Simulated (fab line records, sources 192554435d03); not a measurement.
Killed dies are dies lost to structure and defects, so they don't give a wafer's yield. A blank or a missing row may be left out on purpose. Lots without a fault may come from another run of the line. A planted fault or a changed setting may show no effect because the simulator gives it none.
Which tool did it? | flow n5_finfet | 12 lots, 36 wafers sampled, at 4 steps of a route of 1938

WHAT THE GAUGES READ, wafer by wafer
The record holds no reading of a measuring or inspecting step that can be judged against a usual standard deviation.

WHICH TOOL RAN EACH LOT (tool, then ch and the chambers of the sampled wafers, then the start)
lot  | N5_BEOL_M12_SPUTTER_44       | N5_BEOL_M12_SPUTTER_45       | N5_BEOL_M12_CMP_49            | N5_PASSIVATION_PROBE_49
L783 | pvd_sputter-02, day 12 06:43 | pvd_sputter-02, day 12 06:47 | cmp-04 ch 2,3, day 12 07:24   | -
L782 | pvd_sputter-02, day 12 10:19 | pvd_sputter-02, day 12 10:23 | cmp-02 ch 0,1,3, day 12 10:59 | prober-01, day 14 03:22
L786 | pvd_sputter-01, day 13 09:35 | pvd_sputter-01, day 13 09:40 | cmp-04 ch 2,3, day 13 10:26   | prober-01, day 14 21:02
L784 | pvd_sputter-03, day 13 15:21 | pvd_sputter-03, day 13 15:26 | cmp-04 ch 1,2,3, day 13 16:22 | -
L790 | pvd_sputter-03, day 13 15:45 | pvd_sputter-03, day 13 15:50 | cmp-02 ch 0,2, day 13 16:44   | -
L789 | pvd_sputter-02, day 13 15:48 | pvd_sputter-02, day 13 15:53 | cmp-04 ch 0,1, day 13 16:50   | prober-01, day 15 05:34
L791 | pvd_sputter-01, day 14 17:02 | pvd_sputter-01, day 14 17:07 | cmp-04 ch 0,1,3, day 14 18:59 | -
L792 | pvd_sputter-02, day 14 21:50 | pvd_sputter-02, day 14 21:55 | cmp-02 ch 0,2,3, day 15 00:10 | -
L793 | pvd_sputter-03, day 15 15:44 | pvd_sputter-03, day 15 15:49 | cmp-01 ch 1,2,3, day 15 17:08 | -
L794 | pvd_sputter-02, day 15 20:47 | pvd_sputter-02, day 15 20:52 | cmp-04 ch 0,1,2, day 15 23:05 | prober-02, day 17 09:58
L795 | pvd_sputter-03, day 15 22:58 | pvd_sputter-03, day 15 23:03 | cmp-02 ch 0,1,3, day 16 02:19 | -
L802 | pvd_sputter-01, day 17 19:30 | pvd_sputter-01, day 17 19:35 | cmp-01 ch 0,1, day 17 20:08   | -
- N5_BEOL_M12_SPUTTER_44: material Ta, target thk 10 nm, time 16.13 s.
- N5_BEOL_M12_SPUTTER_45: material Cu, target thk 80 nm, time 13.33 s.
- N5_BEOL_M12_CMP_49: polishes, stops on SiOC, t overpolish 20.6 s, target thk 320 nm.
- N5_PASSIVATION_PROBE_49

WHAT THE TOOLS THEMSELVES READ (means of the sampled wafers that have a number; where no wafer has one, the mark that the record gives instead)
N5_BEOL_M12_SPUTTER_44.
lot  | tool           | throttle_valve_pct (%)
L783 | pvd_sputter-02 | 30.6
L782 | pvd_sputter-02 | 29.4
L786 | pvd_sputter-01 | 30.6
L784 | pvd_sputter-03 | 30.1
L790 | pvd_sputter-03 | 31.0
L789 | pvd_sputter-02 | 30.3
L791 | pvd_sputter-01 | 31.6
L792 | pvd_sputter-02 | 30.2
L793 | pvd_sputter-03 | 31.0
L794 | pvd_sputter-02 | 29.3
L795 | pvd_sputter-03 | 30.0
L802 | pvd_sputter-01 | 30.6

N5_BEOL_M12_SPUTTER_45.
lot  | tool           | chuck_gas_flow_sccm (sccm) | throttle_valve_pct (%)
L783 | pvd_sputter-02 | 1.31                       | 30.3
L782 | pvd_sputter-02 | 1.24                       | 29.3
L786 | pvd_sputter-01 | 1.24                       | 30.6
L784 | pvd_sputter-03 | 1.25                       | 30.0
L790 | pvd_sputter-03 | 1.23                       | 31.0
L789 | pvd_sputter-02 | 1.28                       | 30.3
L791 | pvd_sputter-01 | 1.33                       | 31.7
L792 | pvd_sputter-02 | 1.29                       | 30.5
L793 | pvd_sputter-03 | 1.29                       | 30.9
L794 | pvd_sputter-02 | 1.31                       | 29.3
L795 | pvd_sputter-03 | 1.31                       | 30.1
L802 | pvd_sputter-01 | 1.23                       | 30.7

N5_BEOL_M12_CMP_49.
lot  | tool   | barrier_field_endpoint_s (s) | head_pressure_psi (psi) | motor_current_A (A) | overpolish_run_s (s) | slurry_filter_dp_kPa (kPa)
L783 | cmp-04 | 30.2                         | 0.9997                  | 6.8                 | 20.602               | 13.49
L782 | cmp-02 | 30.1                         | 0.9972                  | 5.6                 | 20.596               | 13.58
L786 | cmp-04 | 30.0                         | 1.0014                  | 6.6                 | 20.607               | 13.48
L784 | cmp-04 | 29.8                         | 1.0014                  | 6.5                 | 20.592               | 13.37
L790 | cmp-02 | 29.5                         | 1.0009                  | 5.7                 | 20.592               | 13.61
L789 | cmp-04 | 30.7                         | 1.0013                  | 6.0                 | 20.608               | 13.41
L791 | cmp-04 | 30.1                         | 0.9984                  | 6.2                 | 20.600               | 13.57
L792 | cmp-02 | 30.2                         | 0.9997                  | 5.7                 | 20.605               | 13.35
L793 | cmp-01 | 29.9                         | 0.9997                  | 5.8                 | 20.593               | 13.45
L794 | cmp-04 | 29.6                         | 1.0012                  | 6.0                 | 20.602               | 13.56
L795 | cmp-02 | 30.0                         | 0.9991                  | 5.7                 | 20.609               | 13.44
L802 | cmp-01 | 28.4                         | 1.0718                  | 6.3                 | 20.599               | 13.49

N5_PASSIVATION_PROBE_49.
lot  | tool      | defect_limited_yield (%) | killed_at_M0_to_M3 | killed_at_M4_up | killed_at_contacts | killed_at_front_end | killed_at_other | killed_dies | killed_open | killed_short | sort_bin_5_function (%) | sort_bin_6_memory (%) | sort_n_pass | sort_yield_pct (%)
L782 | prober-01 | 91.6                     | 33                 | 15              | 17                 | 35                  | 0.7             | 99          | 58          | 39           | 4.8                     | 3.0                   | 1081        | 91.6
L786 | prober-01 | 90.6                     | 34                 | 11              | 17                 | 47                  | 2.0             | 111         | 74          | 36           | 5.5                     | 3.5                   | 1069        | 90.6
L789 | prober-01 | 91.0                     | 32                 | 12              | 10                 | 42                  | 9.0             | 106         | 67          | 39           | 5.3                     | 3.2                   | 1074        | 91.0
L794 | prober-02 | 90.9                     | 42                 | 14              | 12                 | 37                  | 2.3             | 108         | 71          | 34           | 5.4                     | 3.4                   | 1072        | 90.9

THE ANSWER, worked out from the rows above alone
Rule: what is usual is taken from the lots themselves. Put in order of their means at a reading, lots are off if they are a third of the lots or fewer, leave a main group of 4 or more, and stand apart from it by a gap of 3 or more times the standard deviation of the main group's means; of several such gaps the widest counts. A main group whose means are all the same, to the digits that the tables above print for the reading, isn't used. A lot without any number at a reading at which 4 lots or more have one is off too. The other lots that the step has rows for count as sound. The gauges are gone through in route order, then the tools' own readings, and for those a lot's mean is taken as printed above. The first step at which some lot is off is used, and at that step the reading that is off furthest; a lot without a number counts as furthest.
Off: L802, at N5_BEOL_M12_CMP_49 (head_pressure_psi). The main group: mean 1.0000 psi, standard deviation 0.0013.
A tool fits if, at that step or a process step before it, it ran every lot that is off, and no sound lot after the first of them. Can't be told from this: 2 tools fit, pvd_sputter-01 at N5_BEOL_M12_SPUTTER_44 and N5_BEOL_M12_SPUTTER_45, cmp-01 at N5_BEOL_M12_CMP_49.

WHAT THE SIMULATOR HAD PUT IN
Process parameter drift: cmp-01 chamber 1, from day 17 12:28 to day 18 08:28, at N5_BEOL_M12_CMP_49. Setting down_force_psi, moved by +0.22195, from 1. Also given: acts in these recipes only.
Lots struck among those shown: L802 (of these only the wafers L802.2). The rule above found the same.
